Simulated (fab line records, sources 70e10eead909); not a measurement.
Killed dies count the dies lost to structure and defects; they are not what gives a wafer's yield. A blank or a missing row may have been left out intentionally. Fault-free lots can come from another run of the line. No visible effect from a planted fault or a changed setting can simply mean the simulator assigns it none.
A lot that was struck, set against a sound lot -- flow nand-harc -- 15 steps out of a route of 1302
Sound: wafers L690.3, L690.5, L690.6. Struck: wafer L696.3. (L696.1, L696.2 of the same lot were not struck and are left out.) The cause comes at the end.
Per side, at each step with rows, come the tool, then ch with its chambers, and then its first start. Under that, the readings that differ: sound wafers -- struck wafers -- difference of the means -- sigmas: that difference in standard deviations of wafers without a fault.
alike: a reading whose means differ by less than 2 such deviations, as well as words and numbers matching on both sides. not compared: withheld readings; readings where some wafer has no value; bounds like >300 that might hide an equal value; numbers whose values overlap and for which the record gives no deviation.
A row with sigmas, a row that says differs or no value, or rows on one side alone: a step with any of these is where the two part. When numbers do not overlap yet have no deviation, they are printed without sigmas and do not part them. A reading missing from all wafers of one side parts the sides only when that side holds two or more wafers.

first, 1 step without rows for these wafers: NHARC_A_M0_DEVELOP_08 (develop time 35 s).
NHARC_A_M0_CD_MEAS_09 targets a cd of 80 nm.
  sound on cd-sem-02 ch 0, day 23 22:08; struck on cd-sem-01 ch 0, day 27 21:20
reading,sound,struck,difference,sigmas
cd-nm (nm),80.9 80.3 80.5,78.6,-2.0,-4
NHARC_A_M0_OVL_MEAS_10: pitch 160 nm.
  sound: overlay-02 at day 23 22:13; struck: overlay-02 at day 27 21:26
  alike: overlay-x-nm, overlay-y-nm
NHARC_A_M0_INSPECT_11:
  sound: defect-inspect-02 at day 23 22:16; struck: defect-inspect-01 at day 27 21:28
  alike: raw-defect-count
NHARC_A_M0_DESCUM_14: chemistry O2, time 3 s.
  sound on rie-diel-10 ch 0,1, day 23 22:19; struck on rie-diel-04 ch 1, day 27 21:32
  alike: drypump-motor-current-A, oes-product-au, rf-vpp-V, showerhead-plenum-p-Torr, throttle-valve-pct
  not compared: rf-hours-counter-h
NHARC_A_M0_ETCH_34: etches the open film in N2/H2, target depth 40 nm, overetch 12 nm, time 43.94 s.
  sound on rie-diel-10 ch 0,1,2, day 23 22:25; struck on rie-diel-04 ch 2, day 27 21:37
reading,sound,struck,difference,sigmas
drypump-motor-current-A (A),5.6 5.9 6.3,5.0,-0.9,-2
  alike: oes-product-au, rf-vpp-V, showerhead-plenum-p-Torr, throttle-valve-pct
  not compared: rf-hours-counter-h
NHARC_A_M0_ETCH_15: etches the open film in C4F8/Ar, target depth 150 nm, overetch 15 nm, time 82.5 s.
  sound: rie-diel-10 ch 0,2,3; struck: rie-diel-04 ch 3
  alike: oes-product-au, rf-vpp-V
  not compared: rf-hours-counter-h
NHARC_A_M0_CD_MEAS_16:
  sound: cd-sem-03 at day 23 22:38; struck: cd-sem-01 at day 27 21:50
reading,sound,struck,difference,sigmas
cd-nm (nm),80.8 80.4 80.1,78.9,-1.5,-3
NHARC_A_M0_STRIP_18: strips in N2/H2.
  sound on rie-diel-10 ch 1,2,3, day 23 22:45; struck on rie-diel-10 ch 1, day 27 21:54
  alike: drypump-motor-current-A, oes-product-au, rf-vpp-V, showerhead-plenum-p-Torr, throttle-valve-pct
  not compared: rf-hours-counter-h
then, 2 steps without rows for these wafers: NHARC_A_M0_STRIP_19 (strips in post etch residue remover, time 600 s); NHARC_A_M0_DEGAS_28 (time 60 s).
NHARC_A_M0_PRE_CLEAN_29: time 30 s.
  sound on pvd-sputter-03; struck on pvd-sputter-01
  alike: heater-power-w
NHARC_A_M0_PVD_20: deposits TaN, target thk 5 nm, time 8.06 s.
  sound: pvd-sputter-03 at day 23 23:22; struck: pvd-sputter-01 at day 27 22:34
reading,sound,struck,difference,sigmas
time-s (s),8.06 8.06 8.06,9.4963,+1.4363,
  alike: chamber-pressure-pa, throttle-valve-pct
then, 2 steps without rows for these wafers: NHARC_A_M0_PVD_21 (deposits Cu, target thk 30 nm, time 20.49 s); NHARC_END_SORT_01.

## WHERE THEY PART
Last at NHARC_A_M0_CD_MEAS_16 as far as this record goes, first at NHARC_A_M0_CD_MEAS_09. Later steps at which nothing parts them and some readings are alike: NHARC_A_M0_STRIP_18, NHARC_A_M0_PRE_CLEAN_29, NHARC_A_M0_PVD_20.

WHY: whatever the simulator had introduced
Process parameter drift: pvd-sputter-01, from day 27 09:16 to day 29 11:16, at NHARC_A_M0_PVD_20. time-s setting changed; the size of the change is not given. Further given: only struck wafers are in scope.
